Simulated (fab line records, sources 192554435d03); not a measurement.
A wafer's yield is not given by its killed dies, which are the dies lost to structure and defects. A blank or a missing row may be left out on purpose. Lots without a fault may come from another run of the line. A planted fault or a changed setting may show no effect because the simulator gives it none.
Which tool was responsible? + flow n5_finfet + 72 wafers from 24 lots sampled at 6 of the route's 1938 steps

## WHAT EACH GAUGE READ, for each wafer
N5_BEOL_M15_CD_MEAS_17 targets a cd of 360 nm.
| lot  | measured     | on        | cd_nm (nm)        |
|------|--------------|-----------|-------------------|
| L076 | day 11 18:02 | cd_sem-01 | 363.0 365.8 360.6 |
| L074 | day 11 18:04 | cd_sem-01 | 364.9 362.7 363.1 |
| L075 | day 12 00:19 | cd_sem-03 | 363.5 359.8 357.2 |
| L077 | day 12 13:59 | cd_sem-01 | 362.1 361.2 363.9 |
| L078 | day 12 14:59 | cd_sem-01 | 362.5 362.1 360.4 |
| L079 | day 12 23:02 | cd_sem-03 | 358.2 359.9 364.0 |
| L080 | day 13 02:22 | cd_sem-03 | 366.5 363.5 364.0 |
| L081 | day 13 13:50 | cd_sem-02 | 365.8 360.2 362.9 |
| L083 | day 13 17:37 | cd_sem-01 | 360.0 359.5 357.2 |
| L082 | day 13 18:02 | cd_sem-03 | 357.1 358.8 359.5 |
| L084 | day 14 00:46 | cd_sem-03 | 359.7 361.6 358.5 |
| L085 | day 15 01:28 | cd_sem-02 | 362.4 359.7 357.5 |
| L086 | day 15 03:33 | cd_sem-03 | 360.3 362.6 360.1 |
| L088 | day 15 03:56 | cd_sem-03 | 362.9 360.8 361.2 |
| L091 | day 15 04:56 | cd_sem-03 | 362.4 363.0 361.7 |
| L087 | day 15 05:00 | cd_sem-01 | 361.2 361.8 362.5 |
| L090 | day 15 12:19 | cd_sem-01 | 363.0 361.8 364.1 |
| L089 | day 15 18:34 | cd_sem-02 | 359.4 360.2 360.9 |
| L094 | day 16 10:15 | cd_sem-01 | 363.4 364.1 364.7 |
| L092 | day 16 13:31 | cd_sem-01 | 358.3 361.4 358.6 |
| L095 | day 16 15:59 | cd_sem-02 | 362.0 360.5 358.3 |
| L093 | day 16 16:50 | cd_sem-03 | 362.7 359.8 363.8 |
| L096 | day 17 06:17 | cd_sem-02 | 363.5 362.9 361.8 |
| L097 | day 17 06:26 | cd_sem-01 | 361.2 362.4 362.3 |

N5_BEOL_M15_OVL_MEAS_29.
| lot  | measured     | on         | M15_OVL (nm) |
|------|--------------|------------|--------------|
| L076 | day 11 18:57 | overlay-01 | 6 -1 0       |
| L074 | day 11 19:08 | overlay-01 | -2 0 -5      |
| L075 | day 12 01:20 | overlay-02 | -8 -5 -5     |
| L077 | day 12 15:05 | overlay-01 | -10 -13 -4   |
| L078 | day 12 15:53 | overlay-02 | 9 5 7        |
| L079 | day 13 00:04 | overlay-02 | 1 -4 -3      |
| L080 | day 13 03:24 | overlay-01 | 6 7 9        |
| L081 | day 13 14:52 | overlay-02 | 1 5 6        |
| L083 | day 13 18:52 | overlay-01 | 6 -3 -2      |
| L082 | day 13 19:04 | overlay-02 | 0 -5 -9      |
| L084 | day 14 02:14 | overlay-02 | -6 -1 -4     |
| L085 | day 15 02:37 | overlay-02 | -6 -4 1      |
| L086 | day 15 04:35 | overlay-01 | -5 -4 -16    |
| L088 | day 15 04:56 | overlay-02 | -6 -3 -3     |
| L091 | day 15 05:51 | overlay-02 | -3 8 -1      |
| L087 | day 15 05:54 | overlay-02 | 6 7 3        |
| L090 | day 15 13:13 | overlay-01 | -6 -4 -6     |
| L089 | day 15 19:36 | overlay-01 | 7 0 3        |
| L094 | day 16 11:17 | overlay-01 | -3 2 -4      |
| L092 | day 16 14:40 | overlay-02 | 0 4 5        |
| L095 | day 16 16:53 | overlay-01 | -1 3 7       |
| L093 | day 16 17:52 | overlay-02 | -6 -2 -6     |
| L096 | day 17 09:21 | overlay-02 | 6 -4 6       |
| L097 | day 17 09:23 | overlay-02 | -2 -1 -4     |

N5_MIM_TOP_LITHO_CD_MEAS_08 targets a cd of 2000 nm.
| lot  | measured     | on        | cd_nm (nm)           |
|------|--------------|-----------|----------------------|
| L076 | day 12 02:38 | cd_sem-02 | 2001.0 1999.6 2000.3 |
| L074 | day 12 05:04 | cd_sem-01 | 2001.0 2001.8 2002.0 |
| L075 | day 12 08:42 | cd_sem-03 | 2000.1 2001.5 1999.6 |
| L077 | day 12 22:08 | cd_sem-03 | 1998.1 2001.1 1999.6 |
| L078 | day 12 23:39 | cd_sem-03 | 2001.3 2001.0 2001.1 |
| L079 | day 13 09:43 | cd_sem-01 | 2002.4 2002.1 2002.2 |
| L080 | day 13 10:47 | cd_sem-02 | 2001.8 2000.9 2002.7 |
| L081 | day 13 22:13 | cd_sem-01 | 1997.4 2000.7 1999.3 |
| L083 | day 14 03:32 | cd_sem-03 | 2001.6 1999.8 2003.7 |
| L082 | day 14 04:46 | cd_sem-02 | 1999.9 1998.8 1998.0 |
| L084 | day 14 09:52 | cd_sem-02 | 2000.2 1996.5 2000.1 |
| L085 | day 15 10:31 | cd_sem-02 | 2002.7 2003.7 2000.5 |
| L086 | day 15 10:46 | cd_sem-01 | 2002.2 2001.5 2002.2 |
| L088 | day 15 15:21 | cd_sem-03 | 2001.0 1996.6 2000.1 |
| L091 | day 15 15:41 | cd_sem-03 | 2000.5 2000.4 1999.8 |
| L087 | day 15 16:25 | cd_sem-01 | 2000.8 2003.5 2003.1 |
| L090 | day 15 20:58 | cd_sem-01 | 1997.9 2000.4 1997.7 |
| L089 | day 16 04:20 | cd_sem-03 | 2000.6 2002.9 2002.0 |
| L094 | day 16 21:13 | cd_sem-01 | 2001.1 2002.0 1998.3 |
| L092 | day 17 02:58 | cd_sem-02 | 1999.8 2000.1 2001.2 |
| L095 | day 17 03:01 | cd_sem-01 | 2000.2 2002.5 1998.8 |
| L093 | day 17 03:56 | cd_sem-02 | 1999.9 2000.3 2002.7 |
| L096 | day 17 17:02 | cd_sem-03 | 2001.1 2000.6 2002.1 |
| L097 | day 17 19:08 | cd_sem-01 | 1999.5 1999.2 1998.9 |

## WHICH TOOL RAN EACH LOT (tool, then ch and the chambers of the sampled wafers, then the start)
| lot  | N5_BEOL_M15_ILD_DEP_00          | N5_BEOL_M15_SPUTTER_44       | N5_BEOL_M15_CMP_49            |
|------|---------------------------------|------------------------------|-------------------------------|
| L076 | pecvd-02 ch 1,2, day 11 16:22   | pvd_sputter-03, day 11 20:43 | cmp-03 ch 1,2,3, day 11 21:31 |
| L074 | pecvd-03 ch 0,1,2, day 11 16:48 | pvd_sputter-02, day 12 00:10 | cmp-03 ch 0,1,2, day 12 00:59 |
| L075 | pecvd-02 ch 0,1, day 11 22:40   | pvd_sputter-01, day 12 03:58 | cmp-04 ch 0,1,2, day 12 04:44 |
| L077 | pecvd-03 ch 0,1,2, day 12 12:49 | pvd_sputter-03, day 12 18:16 | cmp-02 ch 1,2,3, day 12 19:00 |
| L078 | pecvd-01 ch 0,2, day 12 13:07   | pvd_sputter-03, day 12 18:42 | cmp-03 ch 0,1,2, day 12 19:31 |
| L079 | pecvd-03 ch 0,1, day 12 21:44   | pvd_sputter-01, day 13 05:11 | cmp-03 ch 0,1,3, day 13 05:57 |
| L080 | pecvd-03 ch 1,2, day 13 01:12   | pvd_sputter-01, day 13 06:17 | cmp-02 ch 2,3, day 13 07:01   |
| L081 | pecvd-03 ch 0,1, day 13 12:34   | pvd_sputter-02, day 13 17:41 | cmp-04 ch 0,2, day 13 18:30   |
| L083 | pecvd-01 ch 0,1, day 13 16:22   | pvd_sputter-01, day 13 21:35 | cmp-03 ch 2,3, day 13 23:24   |
| L082 | pecvd-03 ch 0,1,2, day 13 16:44 | pvd_sputter-02, day 13 21:56 | cmp-02 ch 1,2, day 14 00:07   |
| L084 | pecvd-02 ch 0,1,2, day 13 23:37 | pvd_sputter-03, day 14 04:20 | cmp-02 ch 0,1,3, day 14 05:26 |
| L085 | pecvd-02 ch 0,1,2, day 15 00:20 | pvd_sputter-03, day 15 06:34 | cmp-03 ch 0,1,3, day 15 07:19 |
| L086 | pecvd-02 ch 1,2, day 15 02:24   | pvd_sputter-03, day 15 07:05 | cmp-03 ch 0,3, day 15 07:53   |
| L088 | pecvd-01 ch 0,2, day 15 02:48   | pvd_sputter-02, day 15 09:01 | cmp-04 ch 0,1, day 15 09:46   |
| L091 | pecvd-02 ch 0,2, day 15 03:11   | pvd_sputter-01, day 15 09:17 | cmp-03 ch 0,1, day 15 10:05   |
| L087 | pecvd-03 ch 0,1, day 15 03:26   | pvd_sputter-03, day 15 09:44 | cmp-04 ch 0,1, day 15 10:30   |
| L090 | pecvd-02 ch 0,2, day 15 11:11   | pvd_sputter-02, day 15 16:11 | cmp-02 ch 0,3, day 15 17:17   |
| L089 | pecvd-02 ch 0,1,2, day 15 17:15 | pvd_sputter-01, day 15 22:22 | cmp-03 ch 0,2,3, day 15 23:07 |
| L094 | pecvd-01 ch 0,2, day 16 08:59   | pvd_sputter-01, day 16 13:36 | cmp-03 ch 0,1,3, day 16 14:20 |
| L092 | pecvd-01 ch 0,2, day 16 12:10   | pvd_sputter-01, day 16 20:31 | cmp-02 ch 2,3, day 16 21:15   |
| L095 | pecvd-02 ch 0,1,2, day 16 14:43 | pvd_sputter-02, day 16 20:34 | cmp-03 ch 0,1,3, day 16 21:20 |
| L093 | pecvd-03 ch 0,1,2, day 16 15:41 | pvd_sputter-02, day 16 20:55 | cmp-02 ch 0,1,2, day 16 21:51 |
| L096 | pecvd-01 ch 0,1, day 17 05:09   | pvd_sputter-03, day 17 11:51 | cmp-03 ch 0,1,3, day 17 12:42 |
| L097 | pecvd-03 ch 0,1, day 17 05:09   | pvd_sputter-02, day 17 11:53 | cmp-02 ch 0,2, day 17 12:46   |
- N5_BEOL_M15_ILD_DEP_00: deposits SiO2 from TEOS/O2, target thk 1629.3 nm, time 346.1 s.
- N5_BEOL_M15_SPUTTER_44: material Ta, target thk 15 nm, time 24.19 s.
- N5_BEOL_M15_CMP_49: polishes, stops on SiO2, t overpolish 4.9 s, target thk 850 nm.

## WHAT THE TOOLS THEMSELVES READ (means of the sampled wafers that have a number; where no wafer has one, the mark that the record gives instead)
N5_BEOL_M15_ILD_DEP_00.
| lot  | tool     | heater_power_w (W) | showerhead_plenum_p_Torr (Torr) | throttle_valve_pct (%) |
|------|----------|--------------------|---------------------------------|------------------------|
| L076 | pecvd-02 | 644                | 8.36                            | 18.1                   |
| L074 | pecvd-03 | 380                | 8.35                            | 19.0                   |
| L075 | pecvd-02 | 528                | 8.37                            | 18.6                   |
| L077 | pecvd-03 | 412                | 8.36                            | 19.1                   |
| L078 | pecvd-01 | 520                | 8.33                            | 19.0                   |
| L079 | pecvd-03 | 376                | 8.36                            | 19.8                   |
| L080 | pecvd-03 | 456                | 8.34                            | 18.3                   |
| L081 | pecvd-03 | 368                | 8.36                            | 19.9                   |
| L083 | pecvd-01 | 580                | 8.33                            | 19.2                   |
| L082 | pecvd-03 | 430                | 8.35                            | 19.1                   |
| L084 | pecvd-02 | 585                | 8.37                            | 18.3                   |
| L085 | pecvd-02 | 634                | 8.37                            | 18.3                   |
| L086 | pecvd-02 | 633                | 8.36                            | 18.3                   |
| L088 | pecvd-01 | 537                | 8.35                            | 19.2                   |
| L091 | pecvd-02 | 608                | 8.39                            | 17.7                   |
| L087 | pecvd-03 | 400                | 8.37                            | 19.7                   |
| L090 | pecvd-02 | 629                | 8.41                            | 17.8                   |
| L089 | pecvd-02 | 543                | 8.37                            | 18.7                   |
| L094 | pecvd-01 | 542                | 8.34                            | 19.2                   |
| L092 | pecvd-01 | 583                | 8.33                            | 19.4                   |
| L095 | pecvd-02 | 563                | 8.36                            | 18.4                   |
| L093 | pecvd-03 | 441                | 8.36                            | 19.2                   |
| L096 | pecvd-01 | 547                | 8.33                            | 18.6                   |
| L097 | pecvd-03 | 351                | 8.36                            | 19.9                   |

N5_BEOL_M15_SPUTTER_44.
| lot  | tool           | throttle_valve_pct (%) |
|------|----------------|------------------------|
| L076 | pvd_sputter-03 | 29.8                   |
| L074 | pvd_sputter-02 | 30.0                   |
| L075 | pvd_sputter-01 | 30.4                   |
| L077 | pvd_sputter-03 | 29.8                   |
| L078 | pvd_sputter-03 | 30.5                   |
| L079 | pvd_sputter-01 | 30.3                   |
| L080 | pvd_sputter-01 | 30.1                   |
| L081 | pvd_sputter-02 | 30.4                   |
| L083 | pvd_sputter-01 | 30.1                   |
| L082 | pvd_sputter-02 | 29.8                   |
| L084 | pvd_sputter-03 | 29.9                   |
| L085 | pvd_sputter-03 | 29.9                   |
| L086 | pvd_sputter-03 | 29.7                   |
| L088 | pvd_sputter-02 | 29.9                   |
| L091 | pvd_sputter-01 | 30.3                   |
| L087 | pvd_sputter-03 | 30.6                   |
| L090 | pvd_sputter-02 | 30.0                   |
| L089 | pvd_sputter-01 | 29.8                   |
| L094 | pvd_sputter-01 | 30.1                   |
| L092 | pvd_sputter-01 | 29.4                   |
| L095 | pvd_sputter-02 | 29.5                   |
| L093 | pvd_sputter-02 | 29.9                   |
| L096 | pvd_sputter-03 | 30.6                   |
| L097 | pvd_sputter-02 | 30.1                   |

N5_BEOL_M15_CMP_49.
| lot  | tool   | barrier_field_endpoint_s (s) | motor_current_A (A) | overpolish_run_s (s) | pad_life_wafers |
|------|--------|------------------------------|---------------------|----------------------|-----------------|
| L076 | cmp-03 | 11.54                        | 9.2                 | 4.902                | 302             |
| L074 | cmp-03 | 11.07                        | 9.1                 | 4.898                | 320             |
| L075 | cmp-04 | 11.26                        | 7.7                 | 4.892                | 314             |
| L077 | cmp-02 | 11.13                        | 8.0                 | 4.899                | 1100            |
| L078 | cmp-03 | 11.47                        | 8.8                 | 4.910                | 464             |
| L079 | cmp-03 | 11.85                        | 8.9                 | 4.900                | 560             |
| L080 | cmp-02 | 11.30                        | 7.5                 | 4.895                | 1202            |
| L081 | cmp-04 | 11.55                        | 7.4                 | 4.896                | 631             |
| L083 | cmp-03 | 11.32                        | 9.2                 | 4.900                | 696             |
| L082 | cmp-02 | 11.39                        | 8.6                 | 4.896                | 1292            |
| L084 | cmp-02 | 11.12                        | 7.7                 | 4.901                | 1352            |
| L085 | cmp-03 | 11.26                        | 8.8                 | 4.900                | 974             |
| L086 | cmp-03 | 11.51                        | 8.4                 | 4.898                | 979             |
| L088 | cmp-04 | 11.47                        | 7.7                 | 4.891                | 932             |
| L091 | cmp-03 | 11.82                        | 8.9                 | 4.905                | 992             |
| L087 | cmp-04 | 11.15                        | 7.7                 | 4.907                | 938             |
| L090 | cmp-02 | 11.48                        | 7.6                 | 4.903                | 1662            |
| L089 | cmp-03 | 11.20                        | 8.6                 | 4.904                | 1112            |
| L094 | cmp-03 | 11.69                        | 8.7                 | 4.904                | 1237            |
| L092 | cmp-02 | 11.86                        | 8.1                 | 4.905                | 1812            |
| L095 | cmp-03 | 11.58                        | 8.8                 | 4.897                | 1304            |
| L093 | cmp-02 | 11.46                        | 8.2                 | 4.896                | 1826            |
| L096 | cmp-03 | 11.42                        | 8.8                 | 4.895                | 1443            |
| L097 | cmp-02 | 11.67                        | 8.0                 | 4.902                | 1970            |

## THE ANSWER, worked out from the rows above alone
Rule: what is usual is taken from the lots themselves. Put in order of their means at a reading, lots are off if they are a third of the lots or fewer, leave a main group of 4 or more, and stand apart from it by a gap of 3 or more times the standard deviation of the main group's means; of several such gaps the widest counts. A main group is skipped when, at the precision printed for the reading in the tables above, its means are all equal. A lot without any number at a reading at which 4 lots or more have one is off too. Where the step has rows for the other lots, those lots are counted as sound. Order of review: gauges by route order, followed by the tools' own readings, for which a lot's mean as printed above is used. The first step at which some lot is off is used, and at that step the reading that is off furthest; a lot without a number counts as furthest.
No lot is off on any of the readings shown, so nothing can be concluded from this.

## WHAT THE SIMULATOR HAD INSERTED
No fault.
